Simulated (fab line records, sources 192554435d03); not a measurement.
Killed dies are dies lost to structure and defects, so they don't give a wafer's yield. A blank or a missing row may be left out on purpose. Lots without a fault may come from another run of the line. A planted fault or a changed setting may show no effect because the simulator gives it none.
One fault seen from 2 desks | flow n5_finfet | each desk has only its own numbers; what lay behind them comes last

THE METROLOGY DESK
What the gauges read, lot by lot, whatever tool the lot ran on: means of the sampled wafers that have a number. A lot is out of limits, marked OUT, if its mean lies more than 4 standard deviations from the usual mean; the brackets give that distance. Of its 23 readings 7 are shown: those that lie furthest out on some lot.
Columns: A = COMB_M11 at N5_BEOL_M15_RC_MEAS_101, usual 1.4e-11 S/m; B = COMB_M6 at N5_BEOL_M15_RC_MEAS_101, usual 2.6e-11 S/m; C = COMB_M9 at N5_BEOL_M15_RC_MEAS_101, usual 1.48e-11 S/m; D = SERP_M13 at N5_BEOL_M15_RC_MEAS_101, usual 0.308 ohm/um; E = SERP_M14 at N5_BEOL_M15_RC_MEAS_101, usual 0.159 ohm/um; F = SERP_M7 at N5_BEOL_M15_RC_MEAS_101, usual 13.8 ohm/um; G = SERP_M7_max_site at N5_BEOL_M15_RC_MEAS_101, usual 14.4 ohm/um
lot  | first seen here | A       | B       | C        | D     | E     | F    | G
L130 | day 12 01:55    | 1.3e-11 | 2.3e-11 | 1.55e-11 | 0.313 | 0.156 | 13.6 | 14.3
L131 | day 12 06:07    | 1.6e-11 | 2.7e-11 | 1.75e-11 | 0.308 | 0.156 | 13.8 | 14.4
L133 | day 13 04:10    | 9.0e-12 | 1.8e-11 | 1.03e-11 | 0.319 | 0.168 | 13.3 | 13.9
L134 | day 13 10:07    | 1.8e-11 | 2.4e-11 | 1.32e-11 | 0.305 | 0.161 | 13.5 | 14.0
L140 | day 15 01:05    | 1.4e-11 | 2.6e-11 | 1.71e-11 | 0.303 | 0.159 | 14.0 | 14.4
L143 | day 15 14:12    | 1.6e-11 | 2.5e-11 | 1.37e-11 | 0.308 | 0.156 | 14.1 | 14.6
L146 | day 16 03:04    | 1.4e-11 | 2.7e-11 | 2.03e-11 | 0.305 | 0.160 | 14.8 | 15.5
L149 | day 17 07:43    | 1.5e-11 | 2.0e-11 | 1.45e-11 | 0.299 | 0.156 | 14.1 | 14.6
L150 | day 17 12:49    | 1.4e-11 | 2.7e-11 | 1.20e-11 | 0.311 | 0.163 | 13.7 | 14.3
This desk's finding: nothing out of limits on any of the 9 lots.

THE TOOL OWNER'S DESK: rie_metal-02
The tool's own readings at N5_MIM_TOP_ETCH_ETCH_00 (etches TiN in Cl2/BCl3, target depth 38.5 nm): means of the sampled wafers that have a number, for each lot that ran on this tool. A lot is out of limits, marked OUT, if its mean lies more than 4 standard deviations from the usual mean; the brackets give that distance.
Columns: A = bias_w at N5_MIM_TOP_ETCH_ETCH_00, usual 126.0 W; B = drypump_motor_current_A at N5_MIM_TOP_ETCH_ETCH_00, usual 5.9 A; C = he_backside_leak_sccm at N5_MIM_TOP_ETCH_ETCH_00, usual 3.3 sccm; D = oes_product_au at N5_MIM_TOP_ETCH_ETCH_00, usual 0.84 a.u.; E = throttle_valve_pct at N5_MIM_TOP_ETCH_ETCH_00, usual 22.6 %
lot  | first seen here | A               | B   | C   | D    | E
L131 | day 12 09:56    | 125.7           | 5.7 | 3.3 | 0.62 | 22.6
L133 | day 13 08:50    | 126.3           | 5.4 | 3.3 | 0.77 | 22.4
L140 | day 15 06:40    | 130.6 (+12) OUT | 5.6 | 3.2 | 0.90 | 22.2
L143 | day 15 19:31    | 134.8 (+22) OUT | 5.5 | 3.3 | 0.83 | 22.3
This desk's finding: out of limits on L140, L143; first on L140, day 15 06:40 (bias_w at N5_MIM_TOP_ETCH_ETCH_00). In limits: L131, L133.

PUT TOGETHER
The tool owner's desk could have raised an alarm at day 15 06:40, on L140, L143.
The metrology desk saw nothing out of limits.
The metrology desk has L140, L143 on record, within its limits.
Of the lots named, all ran N5_MIM_TOP_ETCH_ETCH_00 on rie_metal-02.

WHAT THE SIMULATOR HAD PUT IN
Process parameter drift: rie_metal-02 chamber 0, from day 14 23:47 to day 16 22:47, at N5_MIM_TOP_ETCH_ETCH_00. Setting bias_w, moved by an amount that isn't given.
Lots struck among those shown: L140, L143.
Hours from the fault's start to each desk's first reading out of limits: the tool owner's desk, 7.
